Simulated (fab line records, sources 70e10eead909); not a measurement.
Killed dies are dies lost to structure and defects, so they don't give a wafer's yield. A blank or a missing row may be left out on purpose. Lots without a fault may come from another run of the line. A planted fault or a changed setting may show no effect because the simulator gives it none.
fab line records | flow nand_harc
record lots=13 wafers=38 last_day=29
route steps=1159 shown A_CHANNEL_HOLE_D1@473 A_CHANNEL_FILL_D1@494 END@1159
lots that met no fault: from a run of the same line without faults
start_h: hours from the record's first day to the start of the lot's first wafer shown | wait_h: hours since the lot's step before | " the same as in the row above | L1.1+2: a row that stands for several wafers | - no value, or no start given | * or withheld: withheld | < > ~ a bound
route shown NAME@n: a module of which the file shows steps, and the number in the route of the first | usual: mean/standard deviation of fault-free wafers | same: alike in all rows | chamber/n: place in a boat | sites: the reading at each site | _std_site: their standard deviation | _edge_site: outer sites' mean less inner sites' | radius_mm: how far each site lies from the wafer's centre | mask NAME#n: copy n | behind: the tool/chamber that last shaped the wafer | hold: why the lot was held/for how many hours/how that ended | device: the transistor (n, p or np) that didn't switch | end of line: the same wafers' tests at the end of the route | a step without rows: its recipe alone | killed: dies lost to structure and defects at the first sort, not the wafer's yield | map: a wafer's dies, x killed, . not, _ none there
set.NAME: the setting as run; set.NAME@STEP: as run at that earlier step | model.NAME: the simulator's own value behind a step, which no gauge read
steps of the route over a sample of lots; a table a step, a row a wafer
services: from which hour (start_h, from the record's first day; less than 0 if before it) a tool's chamber was out of use, for how many hours, and why
## steps
# step NHARC_A_CHANNEL_HOLE_D1_ETCH_21
# recipe bias_v=3000 source_w=withheld pressure_mtorr=20 time_s=514.3 ar_flow_sccm=375 c4f8_flow_sccm=89.3 o2_flow_sccm=35.7 temp_c=-20 target_depth_a=16000 chemistry=C4F8/O2/Ar
# usual drypump_motor_current_A=6.0/0.66 showerhead_plenum_p_Torr=3.73/0.068 throttle_valve_pct=32.154/0.01
# columns lot.wafer tool chamber start_h wait_h drypump_motor_current_A rf_hours_counter_h showerhead_plenum_p_Torr throttle_valve_pct
L175.1 har_etch-02 1 239.13 0.3 5.6 112 3.79 32.143
L175.6 " 0 " " 5.3 - 3.71 32.165
L175.5 " 1 " " 5.6 - 3.79 32.163
L178.1 har_etch-01 1 242.89 0.3 6.8 194 3.64 32.162
L178.4 " 0 " " 6.7 - 3.82 32.166
L178.6 " 1 " " 6.8 - 3.64 32.148
L179.1 har_etch-02 1 243.24 0.3 5.6 116 3.79 32.162
L179.3 " 1 " " 5.6 - 3.79 32.161
L179.6 " 0 " " 5.3 - 3.71 32.159
L176.1 har_etch-01 1 246.97 0.3 6.8 198 3.64 32.160
L176.2 " 0 " " 6.7 198 3.82 32.143
L176.5 " 0 " " 6.7 - 3.82 32.147
L184.2 har_etch-01 1 261.19 0.3 6.8 211 3.63 32.163
L184.3 " 1 " " 6.8 - 3.63 32.135
L184.5 " 1 " " 6.8 - 3.63 32.151
L185.2 har_etch-02 1 261.54 0.3 5.6 133 3.78 32.138
L185.4 " 1 " " 5.6 - 3.78 32.153
L185.5 " 1 " " 5.6 - 3.78 32.154
L189.2 har_etch-02 0 269.86 0.3 5.3 141 3.70 32.163
L189.1 " 1 " " 5.6 141 3.78 32.145
L190.2 har_etch-01 1 273.65 0.3 6.8 223 3.63 32.145
L190.4 " 1 " " 6.8 - 3.63 32.148
L190.5 " 1 " " 6.8 - 3.63 32.164
L193.1 har_etch-02 0 274.00 0.3 5.3 145 3.70 32.147
L193.2 " 1 " " 5.6 145 3.78 32.156
L193.6 " 1 " " 5.6 - 3.78 32.147
L191.2 har_etch-01 0 277.81 0.3 6.7 227 3.81 32.149
L191.1 " 1 " " 6.8 227 3.63 32.151
L191.6 " 1 " " 6.8 - 3.63 32.159
L192.4 har_etch-02 1 278.39 0.3 5.6 - 3.77 32.144
L192.5 " 0 " " 5.3 - 3.69 32.141
L192.6 " 1 " " 5.6 - 3.77 32.149
L197.1 har_etch-02 0 308.48 0.3 5.3 157 3.69 32.148
L197.4 " 0 " " 5.3 - 3.69 32.135
L197.5 " 0 " " 5.3 - 3.69 32.158
L198.1 har_etch-02 0 312.65 0.3 5.3 161 3.69 32.156
L198.2 " 1 " " 5.6 161 3.77 32.163
L198.6 " 0 " " 5.3 - 3.69 32.144
# step NHARC_A_CHANNEL_HOLE_D1_ETCH_44
# recipe target_depth_a=1400 overetch_a=140 time_s=77 ion_energy_ev=100 cf4_flow_sccm=80 o2_flow_sccm=20 ar_flow_sccm=0 rf_w=300 bias_w=100 chemistry=CF4/O2
# usual drypump_motor_current_A=5.7/0.55 oes_product_au=0.996/0.012 rf_vpp_V=197.6/1.6 showerhead_plenum_p_Torr=1.33/0.07 throttle_valve_pct=13.396/0.0087
# columns lot.wafer tool chamber start_h wait_h drypump_motor_current_A oes_product_au rf_hours_counter_h rf_vpp_V showerhead_plenum_p_Torr throttle_valve_pct
L175.1 rie_diel-13 3 243.42 0.1 6.4 0.998 6 196.3 1.25 13.393
L175.6 " 1 " " 5.0 0.981 - 196.9 1.26 13.390
L175.5 " 2 " " 5.7 0.986 - 199.7 1.43 13.396
L178.4 rie_diel-10 2 247.10 0.1 5.7 0.978 5 200.1 1.41 13.390
L178.1 " 0 " " 5.9 1.026 6 199.2 1.35 13.394
L178.6 " 2 " " 5.7 0.971 - 199.8 1.41 13.408
L179.3 rie_diel-13 1 247.56 0.1 5.1 0.986 7 197.6 1.26 13.399
L179.1 " 3 " " 6.4 0.995 6 196.5 1.25 13.395
L179.6 " 3 " " 6.5 0.990 - 195.2 1.25 13.395
L176.1 rie_diel-10 2 251.27 0.1 5.7 0.974 6 200.8 1.41 13.388
L176.2 " 0 " " 5.9 1.017 6 197.2 1.35 13.393
L176.5 " 2 " " 5.6 0.979 - 199.5 1.41 13.391
L184.2 rie_diel-10 3 265.42 0.0 4.8 0.984 8 196.9 1.25 13.409
L184.3 " 0 " " 5.9 1.010 8 199.6 1.35 13.396
L184.5 " 0 " " 5.9 1.011 - 199.6 1.35 13.404
L185.4 rie_diel-13 3 265.82 0.1 6.5 1.003 9 196.7 1.25 13.409
L185.2 " 0 " " 6.3 1.000 9 197.4 1.25 13.402
L185.5 " 2 " " 5.7 1.004 - 199.8 1.43 13.402
L189.1 rie_diel-10 1 274.15 0.1 5.2 0.993 9 198.7 1.38 13.407
L189.2 " 2 " " 5.7 0.977 9 200.4 1.41 13.392
L190.2 rie_diel-09 1 277.94 0.1 6.3 0.991 1 198.7 1.41 13.397
L190.4 " 0 " " 6.2 0.996 2 198.1 1.30 13.404
L190.5 " 1 " " 6.3 0.994 - 199.8 1.41 13.400
L193.2 rie_diel-10 0 278.30 0.1 5.9 1.014 10 197.2 1.34 13.384
L193.1 " 1 " " 5.3 0.981 9 198.6 1.38 13.399
L193.6 " 1 " " 5.2 1.002 - 198.3 1.38 13.402
L191.1 rie_diel-09 2 282.11 0.1 5.3 0.983 1 198.9 1.36 13.398
L191.2 " 3 " " 5.0 1.002 2 197.4 1.31 13.403
L191.6 " 1 " " 6.3 1.006 - 198.4 1.41 13.384
L192.4 rie_diel-10 2 282.50 0.1 5.7 0.995 10 198.6 1.41 13.392
L192.6 " 1 " " 5.3 1.000 - 199.8 1.38 13.382
L192.5 " 2 " " 5.7 0.991 - 198.8 1.41 13.405
L197.4 rie_diel-13 0 312.78 0.0 6.3 0.987 1 195.1 1.25 13.400
L197.1 " 1 " " 5.1 0.999 2 194.3 1.26 13.398
L197.5 " 0 " " 6.2 0.993 - 195.1 1.25 13.388
L198.2 rie_diel-13 3 316.95 0.1 6.5 0.993 1 196.2 1.25 13.393
L198.1 " 1 " " 5.0 0.982 2 194.9 1.26 13.397
L198.6 " 0 " " 6.2 0.986 - 196.7 1.25 13.403
# step NHARC_A_CHANNEL_FILL_D1_ALD_14
# recipe target_thk_a=25 pulse_time_s=10 ald_cycles=25 temp_c=300 material=SiO2
# usual ald_cycles=25/0 heater_power_w=446/35 precursor_pulse_height_rel=0.999/0.021
# columns lot.wafer tool chamber start_h wait_h ald_cycles heater_power_w precursor_pulse_height_rel
L175.1 ald_hk-01 1 254.17 3.1 25 444 0.986
L175.5 " 3 " " 25 423 0.984
L175.6 " 0 " " 25 441 0.998
L179.1 ald_hk-01 3 255.42 0.2 25 422 1.016
L179.3 " 0 " " 25 448 0.995
L179.6 " 1 " " 25 453 0.995
L178.4 ald_hk-01 0 255.57 0.3 25 461 0.991
L178.1 " 1 " " 25 453 0.975
L178.6 " 1 " " 25 442 0.971
L176.1 ald_hk-01 1 261.49 0.0 25 456 0.982
L176.2 " 2 " " 25 459 0.997
L176.5 " 1 " " 25 453 1.026
L184.2 ald_hk-01 0 273.73 0.1 32 453 0.977
L184.3 " 2 " " 25 452 1.005
L184.5 " 0 " " 32 443 0.970
L185.4 ald_hk-01 0 273.95 0.3 25 454 0.972
L185.2 " 1 " " 32 447 1.027
L185.5 " 3 " " 32 435 1.000
L189.2 ald_hk-01 1 283.80 0.2 32 443 0.999
L189.1 " 2 " " 25 471 1.023
L190.4 ald_hk-04 3 283.87 0.3 25 471 0.998
L190.2 " 0 " " 25 369 0.969
L190.5 " 2 " " 25 444 1.002
L193.1 ald_hk-02 2 290.41 3.5 25 379 1.029
L193.2 " 0 " " 25 500 1.006
L193.6 " 1 " " 25 433 1.028
L191.2 ald_hk-02 3 291.08 0.8 25 466 0.998
L191.1 " 1 " " 25 444 0.982
L191.6 " 0 " " 25 493 0.993
L192.4 ald_hk-02 0 291.37 1.1 25 504 1.011
L192.5 " 2 " " 25 383 1.007
L192.6 " 3 " " 25 465 0.959
L197.4 ald_hk-04 3 323.44 2.5 25 482 1.009
L197.1 " 0 " " 25 373 1.002
L197.5 " 2 " " 25 444 1.034
L198.2 ald_hk-02 3 326.73 0.1 25 475 1.027
L198.1 " 0 " " 25 496 0.988
L198.6 " 1 " " 25 428 1.006
# step NHARC_A_CHANNEL_FILL_D1_ETCHBACK_20
# recipe target_depth_a=270 time_s=13.5 c4f8_flow_sccm=withheld o2_flow_sccm=8 ar_flow_sccm=withheld rf_w=600 bias_w=1500 chemistry=C4F8/O2/Ar
# usual oes_product_au=0.97/0.037 rf_vpp_V=981/5.8
# columns lot.wafer tool chamber start_h wait_h oes_product_au rf_hours_counter_h rf_vpp_V
L175.1 rie_diel-07 0 271.96 - 1.00 1.0 983
L175.5 " 0 " " 1.00 - 981
L175.6 " 1 " " 1.00 - 982
L178.1 rie_diel-02 3 271.96 - 0.94 3.4 973
L178.4 " 2 " " 0.92 3.5 973
L178.6 " 0 " " 1.00 - 987
L179.1 rie_diel-02 0 272.04 - 0.91 3.2 989
L179.3 " 2 " " 0.91 3.5 974
L179.6 " 0 " " 0.91 - 988
L176.2 rie_diel-06 0 278.71 - 0.99 2.8 981
L176.1 " 1 " " 0.99 2.9 987
L176.5 " 3 " " 1.01 - 984
L185.4 rie_diel-07 1 291.29 - 0.99 1.6 981
L185.2 " 0 " " 0.98 1.7 982
L185.5 " 1 " " 0.98 - 982
L184.3 rie_diel-02 0 291.30 - 0.92 3.8 988
L184.2 " 1 " " 0.92 3.9 981
L184.5 " 0 " " 0.92 - 987
L189.2 rie_diel-02 2 302.84 - 0.92 4.1 973
L189.1 " 3 " " 0.93 4.5 972
L190.2 rie_diel-06 3 302.93 - 0.99 9.1 984
L190.4 " 0 " " 1.00 8.8 981
L190.5 " 2 " " 1.02 - 971
L191.2 rie_diel-02 2 307.26 - 0.91 4.2 973
L191.1 " 0 " " 0.92 4.2 984
L191.6 " 0 " " 0.93 - 987
L193.1 rie_diel-06 3 307.33 - 1.00 10.0 984
L193.2 " 0 " " 1.00 9.8 981
L193.6 " 0 " " 1.00 - 980
L192.4 rie_diel-07 2 307.34 - 0.98 - 985
L192.6 " 3 " " 0.99 - 986
L192.5 " 2 " " 0.99 - 984
L197.4 rie_diel-02 1 340.20 - 0.98 0.1 983
L197.1 " 2 " " 1.00 0.1 973
L197.5 " 1 " " 0.98 - 981
L198.1 rie_diel-07 2 344.00 - 0.90 4.1 984
L198.2 " 3 " " 0.92 4.2 988
L198.6 " 1 " " 0.92 - 981
# step NHARC_END_SORT_01
# recipe temp_c=25
# usual killed_at_array=29/11 killed_at_other=0.5/0.85 killed_at_periphery=3.0/2.3 killed_dies=33/12 killed_open=3.3/1.9 killed_short=2.0/1.5
# same gross_dies=677
# columns lot.wafer tool chamber start_h wait_h killed_at_array killed_at_other killed_at_periphery killed_dies killed_open killed_short
L178.1 prober-02 0 568.43 2.5 16 0 0 16 1 1
L178.4 prober-02 0 570.85 3.4 25 0 1 26 2 3
L178.6 prober-02 0 572.46 4.0 18 0 1 19 3 2
L175.1 prober-01 0 572.20 2.5 21 1 3 25 3 1
L175.5 prober-01 0 575.39 3.7 32 0 3 35 8 1
L175.6 prober-01 0 576.18 4.0 30 0 1 31 3 1
L179.1 prober-02 0 576.26 2.5 20 0 2 22 2 1
L179.3 prober-02 0 577.88 3.1 13 0 4 17 3 1
L179.6 prober-02 0 580.30 4.0 27 0 1 28 2 3
L176.1 prober-01 0 579.98 2.5 41 0 4 45 1 3
L176.2 prober-01 0 580.78 2.8 33 0 3 36 4 1
L176.5 prober-01 0 583.15 3.7 53 0 7 60 6 2
L185.2 prober-02 0 608.35 2.8 25 3 2 30 3 1
L185.4 prober-02 0 609.93 3.4 40 1 1 42 6 4
L185.5 prober-02 0 610.73 3.7 30 2 4 36 3 3
L184.2 prober-01 0 611.71 2.8 30 0 3 33 2 6
L184.3 prober-01 0 612.49 3.1 34 0 1 35 4 1
L184.5 prober-01 0 614.05 3.6 33 0 1 34 1 3
L189.1 prober-01 0 618.65 2.5 36 0 4 40 3 4
L189.2 prober-01 0 619.46 2.8 39 1 4 44 2 1
L190.2 prober-01 0 627.32 2.8 39 0 3 42 6 0
L190.4 prober-01 0 628.94 3.4 43 0 6 49 3 3
L190.5 prober-01 0 629.75 3.8 26 0 3 29 3 2
L192.4 prober-01 0 636.76 3.4 34 0 7 41 2 0
L192.5 prober-01 0 637.55 3.7 34 0 11 45 1 2
L192.6 prober-01 0 638.34 3.9 37 0 5 42 4 4
L193.1 prober-02 0 638.68 2.5 16 0 3 19 1 1
L193.2 prober-02 0 639.48 2.8 17 0 0 17 3 0
L193.6 prober-02 0 642.69 4.0 15 0 2 17 2 4
L191.1 prober-01 0 649.98 2.5 29 1 3 33 7 1
L191.2 prober-01 0 650.78 2.8 22 0 2 24 1 0
L191.6 prober-01 0 653.98 4.0 32 0 4 36 4 0
L198.1 prober-02 0 662.07 2.5 15 0 0 15 2 0
L198.2 prober-02 0 662.86 2.8 18 0 3 21 6 3
L198.6 prober-02 0 666.03 4.0 16 0 2 18 2 3
L197.1 prober-02 0 685.47 2.5 42 2 1 45 2 2
L197.4 prober-02 0 687.85 3.4 31 0 2 33 4 1
L197.5 prober-02 0 688.65 3.7 32 0 4 36 7 2
# killed by level:class
L178.1 A_CHANNEL_HOLE_D1:chamber_film_flake=13 A_WL_FILL:geometric_particle:open=1 A_M0:geometric_particle:short=1 A_STAIRCASE:chamber_film_flake=1
L178.4 A_CHANNEL_HOLE_D1:chamber_film_flake=16 A_ZERO_WELL:chamber_film_flake=2 A_CHANNEL_FILL_D1:geometric_particle:short=1 A_SGD_CUT:geometric_particle:open=1 A_SGD_CUT:geometric_particle:short=1 A_CONTACT:geometric_particle:short=1 A_BLC:geometric_particle:open=1 P_ZERO_WELL:chamber_film_flake=1
L175.1 A_SLIT:chamber_film_flake=9 A_CONTACT:chamber_film_flake=5 P_ZERO_WELL:chamber_film_flake=2 A_CHANNEL_HOLE_D1:chamber_film_flake=2 P_CONTACT:geometric_particle:open=1 A_WL_FILL:geometric_particle:open=1 A_CONTACT:geometric_particle:open=1 A_CONTACT:geometric_particle:short=1
L178.6 A_CHANNEL_HOLE_D1:chamber_film_flake=12 A_CHANNEL_FILL_D1:geometric_particle:short=2 P_CONTACT:geometric_particle:open=1 A_CHANNEL_FILL_D1:geometric_particle:open=1 A_WL_FILL:geometric_particle:open=1 A_STAIRCASE:chamber_film_flake=1 A_CONTACT:chamber_film_flake=1
L175.5 A_SLIT:chamber_film_flake=10 A_CONTACT:chamber_film_flake=10 A_CONTACT:geometric_particle:open=3 A_CHANNEL_HOLE_D1:chamber_film_flake=3 P_GATE:geometric_particle:open=1 P_CONTACT:geometric_particle:open=1 A_SOURCE_PLATE:geometric_particle:open=1 A_ONON_D1:geometric_particle:open=1
L175.6 A_SLIT:chamber_film_flake=18 A_CHANNEL_HOLE_D1:chamber_film_flake=3 A_STAIRCASE:chamber_film_flake=2 A_CONTACT:chamber_film_flake=2 P_M0:geometric_particle:open=1 A_CHANNEL_HOLE_D1:geometric_particle:open=1 A_CONTACT:geometric_particle:short=1 A_BLC:geometric_particle:open=1
L179.1 A_CONTACT:chamber_film_flake=7 A_CHANNEL_HOLE_D1:chamber_film_flake=5 A_BLC:chamber_film_flake=4 A_WL_FILL:chamber_film_flake=2 P_CONTACT:geometric_particle:open=1 A_CONTACT:geometric_particle:short=1 A_M1:geometric_particle:open=1 P_GATE:chamber_film_flake=1
L179.3 A_CHANNEL_HOLE_D1:chamber_film_flake=4 A_CONTACT:chamber_film_flake=3 A_BLC:chamber_film_flake=3 P_STI:chamber_film_flake=2 P_GATE:geometric_particle:open=1 A_CHANNEL_HOLE_D1:geometric_particle:short=1 A_WL_FILL:geometric_particle:open=1 A_CONTACT:geometric_particle:open=1
L176.1 A_SLIT:chamber_film_flake=16 A_CHANNEL_HOLE_D1:chamber_film_flake=15 A_CONTACT:chamber_film_flake=3 A_STAIRCASE:chamber_film_flake=3 A_M1:chamber_film_flake=2 P_GATE:geometric_particle:short=1 P_GATE:geometric_particle:open=1 A_SOURCE_PLATE:geometric_particle:short=1
L179.6 A_CHANNEL_HOLE_D1:chamber_film_flake=8 A_CONTACT:chamber_film_flake=7 A_BLC:chamber_film_flake=6 A_CHANNEL_FILL_D1:geometric_particle:short=2 A_SLIT:geometric_particle:open=1 A_CONTACT:geometric_particle:short=1 A_M0:geometric_particle:open=1 P_GATE:chamber_film_flake=1
L176.2 A_CHANNEL_HOLE_D1:chamber_film_flake=11 A_SLIT:chamber_film_flake=11 A_CONTACT:chamber_film_flake=4 A_CONTACT:geometric_particle:open=2 A_STAIRCASE:chamber_film_flake=2 P_GATE:geometric_particle:open=1 A_CHANNEL_FILL_D1:geometric_particle:open=1 A_CHANNEL_FILL_D1:geometric_particle:short=1
L176.5 A_CHANNEL_HOLE_D1:chamber_film_flake=18 A_SLIT:chamber_film_flake=18 A_CONTACT:chamber_film_flake=6 A_STAIRCASE:chamber_film_flake=3 A_BLC:geometric_particle:open=2 P_GATE:chamber_film_flake=2 A_M1:chamber_film_flake=2 P_GATE:geometric_particle:open=1
L185.2 A_SLIT:chamber_film_flake=14 A_CHANNEL_HOLE_D1:chamber_film_flake=5 A_STAIRCASE:chamber_film_flake=2 A_CONTACT:chamber_film_flake=2 THIN_TSV:chamber_film_flake=2 P_CONTACT:geometric_particle:open=1 P_M2:geometric_particle:open=1 A_CONTACT:geometric_particle:open=1
L185.4 A_SLIT:chamber_film_flake=19 A_CHANNEL_HOLE_D1:chamber_film_flake=7 A_CONTACT:geometric_particle:open=4 A_STAIRCASE:chamber_film_flake=2 A_CONTACT:chamber_film_flake=2 A_ONON_D1:geometric_particle:short=1 A_CHANNEL_HOLE_D1:geometric_particle:short=1 A_STAIRCASE:geometric_particle:open=1
L185.5 A_SLIT:chamber_film_flake=14 A_CHANNEL_HOLE_D1:chamber_film_flake=6 A_CONTACT:chamber_film_flake=3 P_STI:chamber_film_flake=2 THIN_TSV:chamber_film_flake=2 P_CONTACT:geometric_particle:open=1 A_CHANNEL_FILL_D1:geometric_particle:short=1 A_WL_FILL:geometric_particle:short=1
L184.2 A_CHANNEL_HOLE_D1:chamber_film_flake=12 A_CONTACT:chamber_film_flake=7 A_CHANNEL_FILL_D1:geometric_particle:short=2 A_BLC:geometric_particle:short=2 A_STAIRCASE:chamber_film_flake=2 P_GATE:geometric_particle:open=1 P_M1:geometric_particle:short=1 A_CHANNEL_FILL_D1:geometric_particle:open=1
L184.3 A_CHANNEL_HOLE_D1:chamber_film_flake=18 A_STAIRCASE:chamber_film_flake=3 A_M0:geometric_particle:open=2 A_CONTACT:chamber_film_flake=2 A_SLIT:chamber_film_flake=2 A_WL_FILL:chamber_film_flake=2 A_CHANNEL_HOLE_D1:geometric_particle:short=1 A_CONTACT:geometric_particle:open=1
L184.5 A_CHANNEL_HOLE_D1:chamber_film_flake=17 A_CONTACT:chamber_film_flake=5 A_ZERO_WELL:chamber_film_flake=4 A_CHANNEL_FILL_D1:chamber_film_flake=2 A_CHANNEL_HOLE_D1:geometric_particle:short=1 A_SGD_CUT:geometric_particle:open=1 A_BLC:geometric_particle:short=1 A_M0:geometric_particle:short=1
L189.1 A_SLIT:chamber_film_flake=19 A_CHANNEL_HOLE_D1:chamber_film_flake=6 A_M0:chamber_film_flake=3 A_CHANNEL_HOLE_D1:geometric_particle:short=2 A_CONTACT:geometric_particle:open=2 P_STI:chamber_film_flake=2 P_M1:geometric_particle:short=1 A_CHANNEL_FILL_D1:geometric_particle:open=1
L189.2 A_SLIT:chamber_film_flake=24 A_CHANNEL_HOLE_D1:chamber_film_flake=8 A_CONTACT:chamber_film_flake=3 P_M0:geometric_particle:open=2 A_STAIRCASE:chamber_film_flake=2 A_M0:chamber_film_flake=2 P_CONTACT:geometric_particle:short=1 P_STI:chamber_film_flake=1
L190.2 A_CHANNEL_HOLE_D1:chamber_film_flake=20 A_CONTACT:chamber_film_flake=10 A_CONTACT:geometric_particle:open=4 P_GATE:chamber_film_flake=2 A_STAIRCASE:chamber_film_flake=2 A_ONON_D1:geometric_particle:open=1 A_M0:geometric_particle:open=1 P_STI:chamber_film_flake=1
L190.4 A_CHANNEL_HOLE_D1:chamber_film_flake=24 A_STAIRCASE:chamber_film_flake=6 A_CONTACT:chamber_film_flake=6 P_CONTACT:chamber_film_flake=2 A_CHANNEL_FILL_D1:chamber_film_flake=2 P_CONTACT:geometric_particle:short=1 P_M0:geometric_particle:short=1 A_ONON_D1:geometric_particle:open=1
L190.5 A_CHANNEL_HOLE_D1:chamber_film_flake=16 A_CONTACT:chamber_film_flake=4 P_ZERO_WELL:chamber_film_flake=2 A_SOURCE_PLATE:geometric_particle:short=1 A_WL_FILL:geometric_particle:short=1 A_BLC:geometric_particle:open=1 A_M0:geometric_particle:open=1 A_M1:geometric_particle:open=1
L192.4 A_SLIT:chamber_film_flake=17 A_CHANNEL_HOLE_D1:chamber_film_flake=8 A_STAIRCASE:chamber_film_flake=7 P_CONTACT:chamber_film_flake=6 P_CONTACT:geometric_particle:open=1 A_SOURCE_PLATE:geometric_particle:open=1 A_CHANNEL_FILL_D1:chamber_film_flake=1
L192.5 A_SLIT:chamber_film_flake=23 P_CONTACT:chamber_film_flake=8 A_CHANNEL_HOLE_D1:chamber_film_flake=4 A_CONTACT:chamber_film_flake=3 A_STAIRCASE:chamber_film_flake=2 P_M0:geometric_particle:short=1 P_M0:geometric_particle:open=1 A_CHANNEL_FILL_D1:geometric_particle:short=1
L192.6 A_SLIT:chamber_film_flake=12 A_CHANNEL_HOLE_D1:chamber_film_flake=10 A_CONTACT:chamber_film_flake=4 A_CHANNEL_FILL_D1:geometric_particle:short=2 P_STI:chamber_film_flake=2 P_CONTACT:chamber_film_flake=2 A_STAIRCASE:chamber_film_flake=2 P_CONTACT:geometric_particle:open=1
L193.1 A_BONDPAD:chamber_film_flake=6 A_CHANNEL_HOLE_D1:chamber_film_flake=5 A_STAIRCASE:chamber_film_flake=3 P_M1:geometric_particle:short=1 A_M0:geometric_particle:open=1 P_GATE:chamber_film_flake=1 P_M2:chamber_film_flake=1 A_BLC:chamber_film_flake=1
L193.2 A_CHANNEL_HOLE_D1:chamber_film_flake=9 A_STAIRCASE:chamber_film_flake=3 A_CONTACT:geometric_particle:open=2 A_BONDPAD:chamber_film_flake=2 A_SOURCE_PLATE:geometric_particle:open=1
L193.6 A_CHANNEL_HOLE_D1:chamber_film_flake=6 A_CHANNEL_FILL_D1:geometric_particle:short=2 A_BONDPAD:chamber_film_flake=2 P_CONTACT:geometric_particle:short=1 A_ONON_D1:geometric_particle:short=1 A_M0:geometric_particle:open=1 A_M1:geometric_particle:open=1 P_GATE:chamber_film_flake=1
L191.1 A_CHANNEL_HOLE_D1:chamber_film_flake=19 A_CONTACT:chamber_film_flake=3 A_CONTACT:geometric_particle:open=2 A_M0:geometric_particle:open=2 A_SLIT:chamber_film_flake=2 P_CONTACT:geometric_particle:open=1 P_M1:geometric_particle:open=1 A_WL_FILL:geometric_particle:short=1
L191.2 A_CHANNEL_HOLE_D1:chamber_film_flake=16 P_ZERO_WELL:chamber_film_flake=2 A_STAIRCASE:chamber_film_flake=2 A_SLIT:chamber_film_flake=2 A_M0:geometric_particle:open=1 A_BLC:chamber_film_flake=1
L191.6 A_CHANNEL_HOLE_D1:chamber_film_flake=24 A_SLIT:chamber_film_flake=6 P_ZERO_WELL:chamber_film_flake=2 P_CONTACT:geometric_particle:open=1 P_M1:geometric_particle:open=1 A_ONON_D1:geometric_particle:open=1 A_CHANNEL_FILL_D1:geometric_particle:open=1
L198.1 A_CHANNEL_HOLE_D1:chamber_film_flake=9 A_M0:geometric_particle:open=2 A_CONTACT:chamber_film_flake=2 A_ZERO_WELL:chamber_film_flake=1 A_STAIRCASE:chamber_film_flake=1
L198.2 A_CHANNEL_HOLE_D1:chamber_film_flake=6 A_STAIRCASE:chamber_film_flake=3 A_M0:geometric_particle:open=2 P_CONTACT:geometric_particle:open=1 P_CONTACT:geometric_particle:short=1 A_ONON_D1:geometric_particle:short=1 A_WL_FILL:geometric_particle:short=1 A_WL_FILL:geometric_particle:open=1
L198.6 A_CHANNEL_HOLE_D1:chamber_film_flake=8 A_SGD_CUT:geometric_particle:open=2 A_SLIT:chamber_film_flake=2 P_CONTACT:geometric_particle:short=1 A_SGD_CUT:geometric_particle:short=1 A_M0:geometric_particle:short=1 P_STI:chamber_film_flake=1 A_ZERO_WELL:chamber_film_flake=1
L197.1 A_SLIT:chamber_film_flake=22 A_CHANNEL_HOLE_D1:chamber_film_flake=9 A_STAIRCASE:chamber_film_flake=3 A_CONTACT:chamber_film_flake=2 A_ONON_D1:geometric_particle:open=1 A_CHANNEL_FILL_D1:geometric_particle:short=1 A_CONTACT:geometric_particle:open=1 A_CONTACT:geometric_particle:short=1
L197.4 A_SLIT:chamber_film_flake=19 A_CHANNEL_HOLE_D1:chamber_film_flake=7 P_GATE:geometric_particle:open=1 P_CONTACT:geometric_particle:short=1 A_SOURCE_PLATE:geometric_particle:open=1 A_ONON_D1:geometric_particle:open=1 A_M0:geometric_particle:open=1 A_STAIRCASE:chamber_film_flake=1
L197.5 A_SLIT:chamber_film_flake=16 A_CHANNEL_HOLE_D1:chamber_film_flake=5 A_CONTACT:geometric_particle:open=2 P_STI:chamber_film_flake=2 A_STAIRCASE:chamber_film_flake=2 P_GATE:geometric_particle:open=1 P_M2:geometric_particle:open=1 A_SOURCE_PLATE:geometric_particle:open=1
## services
# columns tool chamber start_h hours kind
rie_diel-13 2 223.26 7.6 repair
rie_diel-07 - 228.20 9.0 pm
ald_hk-01 - 231.12 10.0 pm
ald_hk-01 0 231.12 10.0 vent_cycle
ald_hk-01 1 231.12 10.0 vent_cycle
ald_hk-01 2 231.12 10.0 vent_cycle
ald_hk-01 3 231.12 10.0 vent_cycle
ald_hk-01 0 241.12 - clean
ald_hk-01 1 241.12 - clean
rie_diel-06 - 241.58 9.0 pm
rie_diel-02 - 249.98 0.2 repair
ald_hk-02 - 252.96 2.7 repair
rie_diel-09 - 254.10 9.0 pm
rie_diel-13 - 276.00 9.0 pm
ald_hk-02 - 280.37 10.0 pm
rie_diel-02 2 292.86 5.9 repair
rie_diel-02 1 295.29 27.3 repair
rie_diel-10 1 299.75 3.2 repair
rie_diel-07 0 302.16 15.4 repair
rie_diel-09 0 303.35 4.6 repair
har_etch-01 - 305.00 17.0 pm
rie_diel-07 1 306.29 3.3 repair
ald_hk-04 - 325.13 0.6 repair
rie_diel-02 - 327.70 9.0 pm
## key
first_sign step=NHARC_A_CHANNEL_FILL_D1_ALD_14 reading=ald_cycles direction=up sigmas=99+ usual=25 struck=32
effect none on later readings
met_at NHARC_A_CHANNEL_FILL_D1_ALD_14
struck_lots L184,L185,L189
struck_wafers L184.2,L184.5,L185.2,L185.5,L189.2
tester_left_out L184,L185,L189
not_acting_at NHARC_A_CHANNEL_HOLE_D1_ETCH_21,NHARC_A_CHANNEL_HOLE_D1_ETCH_44,NHARC_A_CHANNEL_FILL_D1_ETCHBACK_20
onset_between 261.49 273.73
fault kind=process_parameter_drift tool=ald_hk-01 chamber=- onset_h=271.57 steps=NHARC_A_CHANNEL_FILL_D1_ALD_14 channel=ald_cycles offset=7 shape=step end_h=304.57 scope=struck_wafers_only acts_in=these_recipes_only stated=25
# tester_left_out: of these lots the tester's yield and bins aren't shown, on N5 and GAA mostly nor the transistor test; their killed dies are dies lost to structure and defects alone, not to doping, threshold or leakage, so they don't give the yield
